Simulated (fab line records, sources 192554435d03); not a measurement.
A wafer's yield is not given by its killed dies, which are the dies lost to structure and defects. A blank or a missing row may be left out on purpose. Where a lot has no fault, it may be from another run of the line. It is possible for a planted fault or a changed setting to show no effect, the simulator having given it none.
Comparing a struck lot with a sound one | flow n5-finfet | 17 out of 1938 route steps
Sound: wafers L423.1, L423.5, L423.6. Struck: wafers L440.2, L440.5. (L440.1 of the same lot was not struck and is left out.) The cause comes at the end.
Order at every step that has rows: each side's tool, ch and its chambers, its first start. Under that, the readings that differ: sound wafers | struck wafers | difference of the means | sigmas: that difference in standard deviations of wafers without a fault.
alike: readings with means less than 2 such deviations apart, plus words and numbers identical on both sides. not compared: withheld readings, readings lacking a value on some wafer, bounds such as >300 that could conceal the same value, and numbers that have no deviation in the record and whose values overlap.
The two part at a step that has a row with sigmas, a row that says differs or no value, or rows on one side only. Non-overlapping numbers with no deviation appear without sigmas and do not part them. A reading missing from all wafers of one side parts the sides only when that side holds two or more wafers.

N5_BEOL_M4_ANNEAL_82: time 240 s.
  struck on pvd-sputter-02, day 12 15:28; sound on pvd-sputter-01, day 8 07:56
  alike: heater-power-w
N5_BEOL_M4_SPUTTER_86: material Cu, target thk 4.5 nm, time 8.29 s.
  struck on pvd-sputter-02, day 12 15:37; sound on pvd-sputter-01, day 8 08:04
  alike: chuck-gas-flow-sccm, throttle-valve-pct
then, 2 steps without rows for these wafers: N5_BEOL_M4_ANNEAL_87 (time 240 s); N5_BEOL_M4_SPUTTER_88 (material Cu, target thk 4.5 nm, time 8.29 s).
N5_BEOL_M4_ANNEAL_89: time 240 s.
  struck on pvd-sputter-02, day 12 15:55; sound on pvd-sputter-01, day 8 08:22
  alike: heater-power-w
then, 3 steps without rows for these wafers: N5_BEOL_M4_SPUTTER_90 (material Cu, target thk 4.5 nm, time 8.29 s); N5_BEOL_M4_ANNEAL_91 (time 240 s); N5_BEOL_M4_SPUTTER_92 (material Cu, target thk 4.5 nm, time 8.29 s).
N5_BEOL_M4_ANNEAL_93: time 240 s.
  struck on pvd-sputter-02, day 12 16:21; sound on pvd-sputter-01, day 8 08:49
  alike: heater-power-w
then, 1 step without rows for these wafers: N5_BEOL_M4_SPUTTER_94 (material Cu, target thk 4.5 nm, time 8.29 s).
N5_BEOL_M4_ANNEAL_95: time 240 s.
  struck on pvd-sputter-02, day 12 16:34; sound on pvd-sputter-01, day 8 09:02
  alike: heater-power-w
then, 1 step without rows for these wafers: N5_BEOL_M4_SPUTTER_96 (material Cu, target thk 4.5 nm, time 8.29 s).
N5_BEOL_M4_ECD_50: material Cu, target thk 300 nm.
  sound on ecd-cu-02 ch 0,1, day 8 09:17; struck on ecd-cu-02 ch 0,1, day 12 16:50
  reading                                | sound           | struck    | difference | sigmas
  model.Cu_of_BEOL_M4_ECD_50.thk-nm (nm) | 303 296.8 296.2 | 480.4 480 | +181.5     |
then, 1 step without rows for these wafers: N5_BEOL_M4_ANNEAL_51 (time 90 s).
N5_BEOL_M4_CMP_52: polishes, stops on SiOC, t overpolish 6.8 s, target thk 40 nm.
  sound on cmp-03 ch 1,2,3, day 8 09:47; struck on cmp-03 ch 1,2, day 12 17:12
  reading                | sound    | struck  | difference | sigmas
  time-to-endpoint-s (s) | 62 65 64 | 107 102 | +41        | +13
  alike: clearing-platen-rpm, head-pressure-psi, motor-current-A
  not compared: pad-life-wafers
N5_BEOL_M4_THK_MEAS_53: measures by xrf.
  struck on film-metro-02, day 12 17:30; sound on film-metro-01, day 8 09:58
  alike: M4_THK
N5_BEOL_M4_RC_MEAS_101:
  sound on prober-01 ch 0, day 8 10:17; struck on prober-02 ch 0, day 12 17:49
  alike: DIBL_N, DIBL_P, IOFF_N, IOFF_P, ION_N, ION_P, SS_N, SS_P, VT_N, VT_P

== WHERE THEY PART ==
Only at N5_BEOL_M4_CMP_52, within this record. Later steps at which nothing parts them and some readings are alike: N5_BEOL_M4_THK_MEAS_53, N5_BEOL_M4_RC_MEAS_101.

WHY: what the simulator had put in
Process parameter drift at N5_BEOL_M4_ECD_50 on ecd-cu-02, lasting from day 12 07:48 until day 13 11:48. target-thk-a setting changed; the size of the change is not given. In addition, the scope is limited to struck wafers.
